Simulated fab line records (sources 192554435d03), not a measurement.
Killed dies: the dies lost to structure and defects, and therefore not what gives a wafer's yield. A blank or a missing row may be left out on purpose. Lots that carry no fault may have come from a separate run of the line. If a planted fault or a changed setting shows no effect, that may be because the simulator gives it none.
Which of the tools did it? | flow n5Finfet | 10 lots, 29 wafers sampled, at 6 steps of a route of 1938

WHAT THE GAUGES SHOWED, per wafer
N5_MOL_CONTACT_COAG_CD_MEAS_84: the cd target is 25.1 nm. Usual: 25.17 nm for cdNm, sd 0.21.
lot  | measured     | on       | cdNm (nm)         | flag
L264 | day 5 00:09  | cdSem-03 | 24.97 25.13 25.38 | 
L267 | day 5 19:22  | cdSem-01 | 25.28 24.92 25.51 | 
L268 | day 6 05:13  | cdSem-01 | 25.40 25.52 25.41 | 
L270 | day 6 15:29  | cdSem-03 | 25.03 24.74 25.32 | 
L273 | day 7 10:32  | cdSem-01 | 25.00 25.43 25.30 | 
L275 | day 8 01:08  | cdSem-02 | 25.46 25.50 25.20 | 
L276 | day 8 04:32  | cdSem-01 | 24.94 24.84 24.94 | 
L277 | day 8 09:54  | cdSem-01 | 25.37 21.96 25.01 | OFF
L279 | day 8 17:07  | cdSem-03 | 24.99 21.83       | OFF
L286 | day 10 21:24 | cdSem-02 | 25.53 25.42 25.51 | 

N5_MOL_CONTACT_COAG_CD_MEAS_137: the cd target is 16 nm. Usual: 16.0 nm for cdNm, sd 0.4.
lot  | measured     | on       | cdNm (nm)      | flag
L264 | day 5 01:20  | cdSem-03 | 15.7 16.5 16.0 | 
L267 | day 5 20:19  | cdSem-03 | 15.7 15.5 15.6 | 
L268 | day 6 06:09  | cdSem-01 | 17.0 16.1 15.8 | 
L270 | day 6 16:25  | cdSem-03 | 16.5 15.9 15.8 | 
L273 | day 7 11:29  | cdSem-03 | 15.8 16.2 16.9 | 
L275 | day 8 02:07  | cdSem-02 | 15.9 15.5 16.0 | 
L276 | day 8 05:37  | cdSem-03 | 15.9 15.9 16.0 | 
L277 | day 8 10:51  | cdSem-02 | 16.3 12.9 15.8 | 
L279 | day 8 18:42  | cdSem-03 | 15.5 13.2      | OFF
L286 | day 10 22:20 | cdSem-01 | 15.6 16.2 16.7 | 

TOOL THAT RAN EACH LOT (tool first, then ch and the chambers of the sampled wafers, then the start)
lot  | N5_MOL_CONTACT_COAG_STRIP_98      | N5_MOL_CONTACT_COAG_ALD_123      | N5_MOL_CONTACT_COAG_EXPOSE_81    | N5_MOL_CONTACT_COAG_ALD_131
L264 | rieDiel-05 ch 0,1,2, day 4 15:13  | aldSin-04 ch 0,1,2, day 4 23:11  | euvScanner-01 ch 0, day 5 00:00  | aldSin-04 ch 0,1,2, day 5 00:37
L267 | rieDiel-05 ch 1,2,3, day 5 10:02  | aldSin-03 ch 2,3, day 5 18:32    | euvScanner-01 ch 0, day 5 19:14  | aldSin-01 ch 0,2, day 5 19:38
L268 | rieDiel-05 ch 0,1,3, day 5 17:53  | aldSin-01 ch 0,1, day 6 04:16    | euvScanner-02 ch 0, day 6 05:05  | aldSin-01 ch 0,2, day 6 05:29
L270 | rieDiel-01 ch 0,3, day 6 05:16    | aldSin-01 ch 1,2,3, day 6 14:38  | euvScanner-02 ch 0, day 6 15:20  | aldSin-01 ch 1,2,3, day 6 15:44
L273 | rieDiel-01 ch 0,1,3, day 7 00:34  | aldSin-03 ch 0,1,2, day 7 09:41  | euvScanner-01 ch 0, day 7 10:23  | aldSin-03 ch 1,2,3, day 7 10:47
L275 | rieDiel-01 ch 0,1,2, day 7 13:01  | aldSin-04 ch 0,1, day 8 00:10    | euvScanner-02 ch 0, day 8 01:00  | aldSin-04 ch 0,2,3, day 8 01:27
L276 | rieDiel-05 ch 0,1,3, day 7 19:28  | aldSin-03 ch 0,3, day 8 03:41    | euvScanner-02 ch 0, day 8 04:24  | aldSin-03 ch 0,1,3, day 8 04:47
L277 | rieDiel-05 ch 1,2, day 7 23:02    | aldSin-01 ch 0,2, day 8 08:56    | euvScanner-01 ch 0, day 8 09:46  | aldSin-01 ch 1,3, day 8 10:10
L279 | rieDiel-01 ch 1,3, day 8 09:02    | aldSin-03 ch 1,3, day 8 16:17    | euvScanner-01 ch 0, day 8 16:59  | aldSin-01 ch 0,1, day 8 18:02
L286 | rieDiel-01 ch 0,1,3, day 10 12:05 | aldSin-04 ch 0,1,2, day 10 20:26 | euvScanner-02 ch 0, day 10 21:16 | aldSin-04 ch 1,2,3, day 10 21:40
- N5_MOL_CONTACT_COAG_STRIP_98: strips in N2/H2.
- N5_MOL_CONTACT_COAG_ALD_123: deposits SiNx, target thk 5 nm, pulse time 1 s, purge time 2 s.
- N5_MOL_CONTACT_COAG_EXPOSE_81: exposes mask VG, defocus 0 nm.
- N5_MOL_CONTACT_COAG_ALD_131: deposits SiO2, target thk 5 nm, pulse time 1 s, co reactant pulse time 1 s.

AS READ BY THE TOOLS THEMSELVES (means over the sampled wafers that have a number; for cases with no such wafer, the mark the record gives instead)
N5_MOL_CONTACT_COAG_STRIP_98. Usual: drypumpMotorCurrentA 5.7 A, standard deviation 0.36; oesProductAu 0.83 a.u., standard deviation 0.097; rfVppV 54.4 V, standard deviation 1.4; showerheadPlenumPTorr 3.37 Torr, standard deviation 0.14; tempC 40.00 C, standard deviation 0.11; throttleValvePct 18.9 %, standard deviation 0.35.
lot  | tool       | drypumpMotorCurrentA (A) | oesProductAu (a.u.) | rfVppV (V) | showerheadPlenumPTorr (Torr) | tempC (C) | throttleValvePct (%) | flag
L264 | rieDiel-05 | 5.6                      | 0.80                | 54.5       | 3.34                         | 39.98     | 19.1                 | 
L267 | rieDiel-05 | 5.6                      | 0.76                | 54.9       | 3.44                         | 39.93     | 19.0                 | 
L268 | rieDiel-05 | 5.6                      | 0.73                | 53.5       | 3.31                         | 39.88     | 19.2                 | 
L270 | rieDiel-01 | 6.2                      | 0.95                | 54.8       | 3.48                         | 39.98     | 18.7                 | 
L273 | rieDiel-01 | 6.0                      | 0.91                | 53.5       | 3.39                         | 39.98     | 18.9                 | 
L275 | rieDiel-01 | 5.5                      | 0.93                | 54.3       | 3.29                         | 40.00     | 18.7                 | 
L276 | rieDiel-05 | 5.5                      | 0.81                | 53.8       | 3.30                         | 40.04     | 19.1                 | 
L277 | rieDiel-05 | 5.6                      | 0.89                | 54.6       | 3.45                         | 39.99     | 18.8                 | 
L279 | rieDiel-01 | 6.2                      | 0.90                | 55.0       | 3.42                         | 39.90     | 19.0                 | 
L286 | rieDiel-01 | 6.0                      | 0.86                | 54.3       | 3.37                         | 40.05     | 18.9                 | 

N5_MOL_CONTACT_COAG_ALD_123. Usual: heaterPowerW 828 W, standard deviation 61; precursorPulseHeightRel 0.998, standard deviation 0.02.
lot  | tool      | heaterPowerW (W) | precursorPulseHeightRel | flag
L264 | aldSin-04 | 801              | 0.975                   | 
L267 | aldSin-03 | 939              | 1.001                   | 
L268 | aldSin-01 | 772              | 1.000                   | 
L270 | aldSin-01 | 827              | 0.989                   | 
L273 | aldSin-03 | 857              | 1.008                   | 
L275 | aldSin-04 | 797              | 0.992                   | 
L276 | aldSin-03 | 855              | 1.010                   | 
L277 | aldSin-01 | 839              | 0.999                   | 
L279 | aldSin-03 | 908              | 1.026                   | 
L286 | aldSin-04 | 821              | 1.002                   | 

N5_MOL_CONTACT_COAG_EXPOSE_81. Usual: 59.48 for exposureDoseMJCm2, sd 0.065.
lot  | tool          | exposureDoseMJCm2 | flag
L264 | euvScanner-01 | 59.47             | 
L267 | euvScanner-01 | 59.54             | 
L268 | euvScanner-02 | 59.47             | 
L270 | euvScanner-02 | 59.44             | 
L273 | euvScanner-01 | 59.47             | 
L275 | euvScanner-02 | 59.53             | 
L276 | euvScanner-02 | 59.55             | 
L277 | euvScanner-01 | 59.54             | 
L279 | euvScanner-01 | 59.61             | 
L286 | euvScanner-02 | 59.45             | 

N5_MOL_CONTACT_COAG_ALD_131. Usual: heaterPowerW 77 W, standard deviation 6.2; precursorPulseHeightRel 0.999, standard deviation 0.021.
lot  | tool      | heaterPowerW (W) | precursorPulseHeightRel | flag
L264 | aldSin-04 | 74               | 1.007                   | 
L267 | aldSin-01 | 74               | 0.976                   | 
L268 | aldSin-01 | 76               | 0.984                   | 
L270 | aldSin-01 | 76               | 1.001                   | 
L273 | aldSin-03 | 85               | 0.998                   | 
L275 | aldSin-04 | 74               | 1.011                   | 
L276 | aldSin-03 | 77               | 0.996                   | 
L277 | aldSin-01 | 74               | 1.012                   | 
L279 | aldSin-01 | 74               | 0.994                   | 
L286 | aldSin-04 | 73               | 1.003                   | 

THE ANSWER, worked out from the rows above alone
Rule: take the mean of a lot's wafers that have a number; if it is more than 3 standard deviations from the usual mean, the lot is off. A lot without any number at a reading at which 4 lots or more have one is off too. The other lots that the step has rows for count as sound. Order of review: gauges by route order, followed by the tools' own readings, for which a lot's mean as printed above is used. At the first step where some lot is off, the reading lying furthest off is the one used; lots without a number count as furthest.
Off at N5_MOL_CONTACT_COAG_CD_MEAS_84 (cdNm): L277, L279.
If a tool, at a process step before that reading, ran all the lots that are off and no sound lot after the first of them, it fits. Those tools and the gauges at N5_MOL_CONTACT_COAG_CD_MEAS_84 are tried in the same way. One fits: N5_MOL_CONTACT_COAG_EXPOSE_81 on euvScanner-01. Its last sound lot is L273 (day 7 10:23), its first lot that is off L277 (day 8 09:46): a fault that began between those two fits.

WHAT THE SIMULATOR PUT IN
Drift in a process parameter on euvScanner-01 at N5_MOL_CONTACT_COAG_EXPOSE_81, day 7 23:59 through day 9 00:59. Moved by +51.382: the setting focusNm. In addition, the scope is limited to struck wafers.
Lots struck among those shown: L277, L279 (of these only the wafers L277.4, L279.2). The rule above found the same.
